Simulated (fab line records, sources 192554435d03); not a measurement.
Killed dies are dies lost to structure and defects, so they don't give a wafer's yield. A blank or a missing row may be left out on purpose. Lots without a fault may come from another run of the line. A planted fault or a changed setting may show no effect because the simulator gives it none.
fab line records | flow n5_finfet
record lots=7 wafers=39
route steps=1938 shown BEOL_M1@754 BEOL_M5@1160 BEOL_M8@1391
start_h: hours from the record's first day to the start of the lot's first wafer shown | wait_h: hours since the lot's step before | " the same as in the row above | L1.1+2: a row that stands for several wafers | - no value, or no start given | * or withheld: withheld | < > ~ a bound
route shown NAME@n: a module of which the file shows steps, and the number in the route of the first | usual: mean/standard deviation of fault-free wafers | same: alike in all rows | chamber/n: place in a boat | sites: the reading at each site | _std_site: their standard deviation | _edge_site: outer sites' mean less inner sites' | radius_mm: how far each site lies from the wafer's centre | mask NAME#n: copy n | behind: the tool/chamber that last shaped the wafer | hold: why the lot was held/for how many hours/how that ended | device: the transistor (n, p or np) that didn't switch | end of line: the same wafers' tests at the end of the route | a step without rows: its recipe alone | killed: dies lost to structure and defects at the first sort, not the wafer's yield | map: a wafer's dies, x killed, . not, _ none there
set.NAME: the setting as run; set.NAME@STEP: as run at that earlier step | model.NAME: the simulator's own value behind a step, which no gauge read
lots whose settings were changed on purpose; a table a step, a row a wafer
## steps
# step N5_BEOL_M1_HM_DEP_02
# recipe material=TiN target_thk_a=200 temp_c=25 chamber_pressure_pa=0.49996
# columns lot.wafer tool chamber start_h wait_h set.target_thk_a model.TiN_of_BEOL_M1_HM_DEP_02.thk_nm
L083.1 pvd_sputter-01 - 177.09 1.1 200 20.2
L083.2+5 " - " " 235.4 23.6
L083.3 " - " " 200 19.6
L083.4 " - " " 200 19.8
L083.6 " - " " 235.4 23.4
L084.1 pvd_sputter-01 - 183.88 1.6 200 19.8
L084.2 " - " " 154 15.4
L084.3 " - " " 154 15
L084.4+6 " - " " 200 19.6
L084.5 " - " " 154 15.2
L086.1+6 pvd_sputter-02 - 201.91 0.4 200 20.4
L086.2+5 " - " " 200 19.8
L086.3 " - " " 200 20.2
L086.4 " - " " 200 20
L087.1 pvd_sputter-03 - 203.50 1.7 200 19.8
L087.2 " - " " 200 20
L087.4 " - " " 200 20.2
L091.1 pvd_sputter-01 - 224.79 0.9 239.8 24
L091.2 " - " " 200 20.2
L091.3 " - " " 239.8 23.8
L091.4 " - " " 200 20.4
L091.5 " - " " 200 20
L091.6 " - " " 239.8 24.2
L092.1+3+6 pvd_sputter-03 - 226.37 0.6 200 20
L092.2+4+5 " - " " 200 19.8
L097.1+3 pvd_sputter-01 - 262.35 2.5 200 20.2
L097.2 " - " " 200 20.4
L097.4 " - " " 200 19.8
L097.5+6 " - " " 200 20
# step N5_BEOL_M1_COAT_61
# recipe resist=SOC temp_c=250 time_s=60 spin_rpm=1500 resist_thk_nm=60
# step N5_BEOL_M1_COAT_62
# recipe resist=SiARC temp_c=220 time_s=60 spin_rpm=1500 resist_thk_nm=12
# step N5_BEOL_M1_STRIP_75
# recipe chemistry=N2/H2 temp_c=40 n2_flow_sccm=200 h2_flow_sccm=200 rf_frequency_hz=6e+07
# step N5_BEOL_M1_STRIP_66
# recipe chemistry=CF4 resist=SiARC power_w=300 bias_power_w=75 pressure_mtorr=50 cf4_flow_sccm=150 rf_frequency_hz=6e+07
# step N5_BEOL_M1_HM_OPEN_17
# recipe chemistry=Cl2/BCl3 target_depth_a=200 overetch_a=60 target=TiN mask_material=SOC ion_energy_ev=150 pressure_mtorr=10 icp_w=1000 bias_w=126 Cl2_flow_sccm=53.25 bcl3_flow_sccm=21.75 Ar_flow_sccm=25
# columns lot.wafer tool chamber start_h wait_h set.target_thk_a@BEOL_M1_HM_DEP_02 model.etch.depth_nm
L083.1 rie_metal-02 0 177.85 0.0 200 20.11
L083.2 " 1 " " 235.4 23.54
L083.3 " 1 " " 200 19.68
L083.4 " 0 " " 200 19.78
L083.5 " 0 " " 235.4 23.61
L083.6 " 1 " " 235.4 23.45
L084.1 rie_metal-01 1 184.77 0.0 200 19.86
L084.2 " 0 " " 154 15.38
L084.3 " 1 " " 154 15.05
L084.4 " 0 " " 200 19.65
L084.5 " 0 " " 154 15.28
L084.6 " 1 " " 200 19.61
L086.1 rie_metal-01 1 202.97 0.0 200 20.37
L086.2 " 0 " " 200 19.81
L086.3 " 1 " " 200 20.11
L086.4 " 0 " " 200 20.1
L086.5 " 1 " " 200 19.77
L086.6 " 0 " " 200 20.3
L087.1 rie_metal-03 0 204.40 0.0 200 19.85
L087.2 " 0 " " 200 19.9
L087.4 " 0 " " 200 20.13
L091.1 rie_metal-03 1 226.57 0.0 239.8 24.02
L091.2 " 1 " " 200 20.26
L091.3 " 1 " " 239.8 23.86
L091.4 " 1 " " 200 20.37
L091.5 " 1 " " 200 19.99
L091.6 " 1 " " 239.8 24.19
L092.1 rie_metal-02 1 227.15 0.0 200 19.98
L092.2 " 0 " " 200 19.78
L092.3 " 1 " " 200 19.96
L092.4 " 0 " " 200 19.81
L092.5 " 0 " " 200 19.79
L092.6 " 1 " " 200 20.09
L097.1+3 rie_metal-02 0 263.32 0.0 200 20.11
L097.2 " 1 " " 200 20.33
L097.4 " 1 " " 200 19.86
L097.5 " 1 " " 200 19.98
L097.6 " 0 " " 200 19.95
# step N5_BEOL_M5_TRENCH_ETCH_37
# recipe chemistry=C4F6/O2 target_depth_a=716.52 target=SiCOH_lowk time_s=24.7 ion_energy_ev=250 pressure_mtorr=30 source_w=345 bias_w=185 Ar_flow_sccm=300 C4F6_flow_sccm=10 O2_flow_sccm=10
# columns lot.wafer tool chamber start_h wait_h set.target_depth_a model.etch.depth_nm model.BEOL_M5.feature_depth_nm model.TiN_of_BEOL_M5_HM_DEP_02.thk_nm
L083.1 rie_diel-02 0 - - 716.52 71.88 71.8 18
L083.2 " 1 " " 716.52 72.55 72.6 17.8
L083.3 " 3 " " 716.52 73.78 73.8 17.8
L083.4 " 0 " " 716.52 71.8 71.8 17.8
L083.5 " 3 " " 716.52 73.52 73.6 17.8
L083.6 " 1 " " 716.52 72.4 72.4 17.8
L084.1 rie_diel-02 3 - - 716.52 74.09 74 17.6
L084.2 " 1 " " 716.52 72.64 72.6 17.4
L084.3 " 0 " " 1058 105.9 106 16.4
L084.4 " 3 " " 1058 108.5 108.4 16
L084.5 " 1 " " 716.52 72.57 72.6 17.2
L084.6 " 0 " " 1058 106.2 106.2 16.4
L087.1 rie_diel-06 1 - - 716.52 71.23 71.2 17.8
L087.2 " 2 " " 716.52 71.03 71 17.8
L087.4 " 0 " " 716.52 68.14 68.2 17.8
L086.1 rie_diel-05 3 - - 716.52 69.11 69.2 17.6
L086.2 " 2 " " 716.52 70.21 70.2 17.8
L086.3 " 1 " " 716.52 74.8 74.8 17.4
L086.4 " 2 " " 716.52 70.42 70.4 17.6
L086.5 " 3 " " 716.52 68.79 68.8 17.6
L086.6 " 1 " " 716.52 74.8 74.8 17.6
L092.1 rie_diel-02 3 - - 716.52 73.17 73.2 17.8
L092.2 " 1 " " 569.5 56.88 56.8 18.2
L092.3 " 1 " " 716.52 72.02 72 17.6
L092.4 " 3 " " 569.5 58.02 58 18
L092.5 " 3 " " 569.5 57.91 58 18
L092.6 " 1 " " 716.52 72.37 72.4 17.8
L091.1 rie_diel-06 1 - - 716.52 69.99 70 18
L091.2 " 3 " " 843.8 84.75 84.8 17.6
L091.3 " 0 " " 843.8 80.69 80.6 17.8
L091.4 " 2 " " 716.52 70.23 70.2 18
L091.5 " 3 " " 843.8 84.81 84.8 17.8
L091.6 " 2 " " 716.52 70.35 70.4 17.8
L097.1 rie_diel-06 0 - - 716.52 69.07 69 17.4
L097.2 " 1 " " 1139 116.5 116.4 16
L097.3 " 2 " " 1139 111.1 111.2 16.4
L097.4 " 3 " " 1139 115.6 115.6 16.2
L097.5 " 2 " " 716.52 70.23 70.2 17.6
L097.6 " 3 " " 716.52 72.6 72.6 17.6
# step N5_BEOL_M5_ETCH_41
# recipe chemistry=CH3F/O2 target=SiCN target_depth_a=315 taper_deg=2 time_s=56.7 ion_energy_ev=120 mask_material=TiN pressure_mtorr=30 source_w=395 bias_w=75 Ar_flow_sccm=150 CH3F_flow_sccm=30 O2_flow_sccm=20
# step N5_BEOL_M5_STRIP_91
# recipe chemistry=N2/H2 time_s=10 power_w=450 temp_c=40 pressure_mtorr=20 rf_frequency_hz=6e+07 bias_power_w=7 n2_flow_sccm=200 h2_flow_sccm=200
# step N5_BEOL_M5_OCD_MEAS_38
# usual trench_depth_nm=71.5/2
# columns lot.wafer tool chamber start_h wait_h set.target_depth_a@BEOL_M5_TRENCH_ETCH_37 trench_depth_nm
L083.1 ocd-02 - 231.13 - 716.52 72.3
L083.2 " - " " 716.52 72.3
L083.3 " - " " 716.52 73.8
L083.4 " - " " 716.52 71.9
L083.5 " - " " 716.52 73.3
L083.6 " - " " 716.52 72.6
L084.1 ocd-02 - 235.20 - 716.52 73.8
L084.2 " - " " 716.52 72.9
L084.3 " - " " 1058 105.8
L084.4 " - " " 1058 107.9
L084.5 " - " " 716.52 72.6
L084.6 " - " " 1058 106.0
L087.1 ocd-02 - 262.26 - 716.52 70.8
L087.2 " - " " 716.52 71.3
L087.4 " - " " 716.52 67.7
L086.1 ocd-02 - 262.41 - 716.52 69.4
L086.2 " - " " 716.52 70.7
L086.3 " - " " 716.52 75.1
L086.4 " - " " 716.52 70.6
L086.5 " - " " 716.52 68.6
L086.6 " - " " 716.52 75.0
L092.1 ocd-02 - 278.87 - 716.52 73.1
L092.2 " - " " 569.5 57.3
L092.3 " - " " 716.52 72.4
L092.4 " - " " 569.5 58.3
L092.5 " - " " 569.5 57.6
L092.6 " - " " 716.52 72.9
L091.1 ocd-02 - 278.93 - 716.52 70.1
L091.2 " - " " 843.8 84.5
L091.3 " - " " 843.8 80.8
L091.4 " - " " 716.52 70.4
L091.5 " - " " 843.8 84.8
L091.6 " - " " 716.52 70.4
L097.1 ocd-02 - 319.73 - 716.52 68.5
L097.2 " - " " 1139 116.5
L097.3 " - " " 1139 111.1
L097.4 " - " " 1139 116.3
L097.5 " - " " 716.52 70.3
L097.6 " - " " 716.52 72.5
# step N5_BEOL_M5_HM_STRIP_39
# recipe chemistry=peroxide_tin_strip material=TiN target_depth_a=250 temp_c=50 time_s=158
# step N5_BEOL_M5_SRD_40
# recipe time_s=30 temp_c=23 rinse_liquid=diw dry=ipa_marangoni
# step N5_BEOL_M5_ECD_50
# recipe material=Cu target_thk_a=3000
# step N5_BEOL_M5_ANNEAL_51
# recipe temp_c=225 time_s=90 ambient=N2
# step N5_BEOL_M5_CMP_52
# recipe stop_on=SiCOH_lowk t_overpolish_s=6.9 down_force_psi=1 platen_rpm=50 clearing_platen_down_force_psi=1.5 clearing_platen_rpm=50 post_cmp_clean=cu_alkaline target_thk_nm=62 clearing_platen_pad_velocity_m_s=0.99484 pad_velocity_m_s=0.99484
# columns lot.wafer tool chamber start_h wait_h set.target_depth_a@BEOL_M5_TRENCH_ETCH_37 model.Cu_of_BEOL_M5_ECD_50.thk_nm
L083.1 cmp-03 2 237.49 0.3 716.52 63
L083.2 " 3 " " 716.52 62.2
L083.3 " 0 " " 716.52 64.4
L083.4 " 1 " " 716.52 61.4
L083.5 " 2 " " 716.52 64
L083.6 " 3 " " 716.52 61.6
L084.1 cmp-04 1 241.64 0.3 716.52 67.2
L084.2 " 2 " " 716.52 68.4
L084.4 " 3 " " 1058 102.2
L084.3 " 0 " " 1058 99.6
L084.5 " 1 " " 716.52 65.8
L084.6 " 2 " " 1058 100.8
L087.4 cmp-01 1 268.79 0.1 716.52 56.6
L087.1 " 2 " " 716.52 60.8
L087.2 " 0 " " 716.52 59
L086.2 cmp-04 0 269.03 0.2 716.52 62.6
L086.1 " 1 " " 716.52 60.6
L086.4 " 2 " " 716.52 64.6
L086.3 " 3 " " 716.52 65.4
L086.5 " 0 " " 716.52 60
L086.6 " 1 " " 716.52 66.4
L092.1 cmp-03 1 285.76 0.3 716.52 63.4
L092.2 " 2 " " 569.5 46.8
L092.3 " 3 " " 716.52 61.8
L092.4 " 0 " " 569.5 47.4
L092.6 " 1 " " 716.52 62.2
L092.5 " 2 " " 569.5 48
L091.2 cmp-01 3 285.94 0.2 843.8 77.2
L091.1 " 0 " " 716.52 57.6
L091.4 " 1 " " 716.52 60.6
L091.3 " 2 " " 843.8 72.8
L091.5 " 3 " " 843.8 76.2
L091.6 " 0 " " 716.52 59
L097.1 cmp-01 3 327.43 0.3 716.52 58.8
L097.2 " 0 " " 1139 104.2
L097.4 " 1 " " 1139 103.8
L097.3 " 2 " " 1139 101
L097.6 " 3 " " 716.52 63
L097.5 " 0 " " 716.52 57.6
# step N5_BEOL_M5_THK_MEAS_53
# recipe thk_meas_gauge=xrf reads=Cu_of_BEOL_M5_ECD_50
# usual M5_THK=63.0/2.6
# columns lot.wafer tool chamber start_h wait_h set.target_depth_a@BEOL_M5_TRENCH_ETCH_37 M5_THK[nm]
L083.1 film_metro-02 - 237.79 - 716.52 64.6
L083.2 " - " " 716.52 63.9
L083.3 " - " " 716.52 66.1
L083.4 " - " " 716.52 62.9
L083.5 " - " " 716.52 65.6
L083.6 " - " " 716.52 63.0
L084.1 film_metro-02 - 241.93 - 716.52 68.6
L084.2 " - " " 716.52 70.0
L084.3 " - " " 1058 102.1
L084.4 " - " " 1058 104.6
L084.5 " - " " 716.52 67.3
L084.6 " - " " 1058 103.3
L087.1 film_metro-01 - 269.08 - 716.52 62.1
L087.2 " - " " 716.52 60.4
L087.4 " - " " 716.52 57.9
L086.1 film_metro-01 - 269.33 - 716.52 61.6
L086.2 " - " " 716.52 63.8
L086.3 " - " " 716.52 66.5
L086.4 " - " " 716.52 65.7
L086.5 " - " " 716.52 61.0
L086.6 " - " " 716.52 67.6
L092.1 film_metro-01 - 286.06 - 716.52 65.5
L092.2 " - " " 569.5 48.3
L092.3 " - " " 716.52 63.5
L092.4 " - " " 569.5 48.8
L092.5 " - " " 569.5 49.3
L092.6 " - " " 716.52 64.0
L091.1 film_metro-01 - 286.23 - 716.52 59.0
L091.2 " - " " 843.8 78.8
L091.3 " - " " 843.8 74.6
L091.4 " - " " 716.52 61.9
L091.5 " - " " 843.8 77.8
L091.6 " - " " 716.52 60.4
L097.1 film_metro-01 - 327.72 - 716.52 60.0
L097.2 " - " " 1139 106.6
L097.3 " - " " 1139 103.3
L097.4 " - " " 1139 106.1
L097.5 " - " " 716.52 58.8
L097.6 " - " " 716.52 64.4
# step N5_BEOL_M5_PRE_CLEAN_77
# recipe gas=NH3/H2 time_s=15 temp_c=* rf_power_w=300
# step N5_BEOL_M5_CO_CAP_78
# recipe material=Co target_thk_a=20 temp_c=200 precursor=CCTBA/H2 pressure_torr=30 time_s=102.1
# step N5_BEOL_M5_PRE_CLEAN_55
# recipe gas=NH3 time_s=15 temp_c=withheld rf_power_w=300
# step N5_BEOL_M5_DEP_56
# recipe material=SiCN target_thk_a=80 temp_c=withheld precursor=3MS/NH3 pressure_torr=3 rf_w=202 time_s=14
# step N5_BEOL_M5_RS_MEAS_57
# recipe thk_meas_gauge=four-point-probe reads=Co_of_BEOL_M5_CO_CAP_78+Cu_of_BEOL_M5_ECD_50+Co_of_BEOL_M5_CVD_47+TaN_of_BEOL_M5_ALD_86
# usual M5_RS=0.389/0.019
# columns lot.wafer tool chamber start_h wait_h set.target_depth_a@BEOL_M5_TRENCH_ETCH_37 M5_RS[ohm/sq]
L083.1 film_metro-02 - 238.05 0.0 716.52 0.379
L083.2 " - " " 716.52 0.386
L083.3 " - " " 716.52 0.370
L083.4 " - " " 716.52 0.391
L083.5 " - " " 716.52 0.372
L083.6 " - " " 716.52 0.390
L084.1 film_metro-01 - 242.22 0.1 716.52 0.349
L084.2 " - " " 716.52 0.343
L084.3 " - " " 1058 0.221
L084.4 " - " " 1058 0.215
L084.5 " - " " 716.52 0.359
L084.6 " - " " 1058 0.218
L087.1 film_metro-01 - 269.50 0.0 716.52 0.395
L087.2 " - " " 716.52 0.410
L087.4 " - " " 716.52 0.431
L086.1 film_metro-01 - 269.61 0.0 716.52 0.397
L086.2 " - " " 716.52 0.382
L086.3 " - " " 716.52 0.363
L086.4 " - " " 716.52 0.367
L086.5 " - " " 716.52 0.402
L086.6 " - " " 716.52 0.355
L092.1 film_metro-02 - 286.32 0.0 716.52 0.376
L092.2 " - " " 569.5 0.548
L092.3 " - " " 716.52 0.388
L092.4 " - " " 569.5 0.538
L092.5 " - " " 569.5 0.529
L092.6 " - " " 716.52 0.386
L091.1 film_metro-02 - 286.50 0.0 716.52 0.423
L091.2 " - " " 843.8 0.297
L091.3 " - " " 843.8 0.320
L091.4 " - " " 716.52 0.400
L091.5 " - " " 843.8 0.303
L091.6 " - " " 716.52 0.411
L097.1 film_metro-02 - 327.98 0.0 716.52 0.413
L097.2 " - " " 1139 0.211
L097.3 " - " " 1139 0.218
L097.4 " - " " 1139 0.211
L097.5 " - " " 716.52 0.423
L097.6 " - " " 716.52 0.380
# step N5_BEOL_M8_CVD_78
# recipe material=Co target_thk_a=20 temp_c=withheld precursor=CCTBA/H2 pressure_torr=30 time_s=142.3
# columns lot.wafer tool chamber start_h wait_h set.target_thk_a model.Co_of_BEOL_M8_CVD_78.thk_nm
L083.1+3+5 cvd_co-02 2,1,2 260.02 0.1 31.12 3.2
L083.2+4+6 " 0,1,0 " " 20 2
L084.1+4+5 cvd_co-02 1,2,1 263.74 0.1 20 2
L084.2+3+6 " 0,2,0 " " 11.43 1
L086.1+4 cvd_co-02 1,0 295.43 0.1 20 2
L086.2+5+6 " 2,2,1 " " 20 2.2
L086.3 " 0 " " 20 1.8
L087.1+2+4 cvd_co-01 2,1,1 295.48 0.1 20 2
L091.1 cvd_co-01 0 305.50 0.3 20 1.8
L091.2 " 1 " " 8.005 1
L091.3+6 " 2,0 " " 8.005 0.8
L091.4 " 1 " " 20 2.2
L091.5 " 2 " " 20 2
L092.1 cvd_co-01 1 310.41 0.1 20 2.2
L092.2+3+5+6 " 0,2,2,1 " " 20 2
L092.4 " 0 " " 20 1.8
L097.1+2+5 cvd_co-02 1,2,2 351.32 0.3 20 2.2
L097.3+4 " 0 " " 10.03 1
L097.6 " 1 " " 10.03 1.2
## key
split step=N5_BEOL_M1_HM_DEP_02 setting=target_thk_a stated=200 by=wafer
response step=N5_BEOL_M1_HM_DEP_02 reading=model.TiN_of_BEOL_M1_HM_DEP_02.thk_nm change=+0.196 per=1% r=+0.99
response step=N5_BEOL_M1_HM_OPEN_17 reading=model.etch.depth_nm change=+0.197 per=1% r=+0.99
split step=N5_BEOL_M5_TRENCH_ETCH_37 setting=target_depth_a stated=716.52 by=wafer
response step=N5_BEOL_M5_TRENCH_ETCH_37 reading=model.etch.depth_nm change=+0.73 per=1% r=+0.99
response step=N5_BEOL_M5_TRENCH_ETCH_37 reading=model.BEOL_M5.feature_depth_nm change=+0.73 per=1% r=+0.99
response step=N5_BEOL_M5_TRENCH_ETCH_37 reading=model.TiN_of_BEOL_M5_HM_DEP_02.thk_nm change=-0.0221 per=1% r=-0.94
response step=N5_BEOL_M5_OCD_MEAS_38 reading=trench_depth_nm change=+0.732 per=1% r=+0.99
response step=N5_BEOL_M5_CMP_52 reading=model.Cu_of_BEOL_M5_ECD_50.thk_nm change=+0.733 per=1% r=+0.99
response step=N5_BEOL_M5_THK_MEAS_53 reading=M5_THK change=+0.752 per=1% r=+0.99
response step=N5_BEOL_M5_RS_MEAS_57 reading=M5_RS change=-0.0035 per=1% r=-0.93
split step=N5_BEOL_M8_CVD_78 setting=target_thk_a stated=20 by=wafer
response step=N5_BEOL_M8_CVD_78 reading=model.Co_of_BEOL_M8_CVD_78.thk_nm change=+0.0213 per=1% r=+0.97
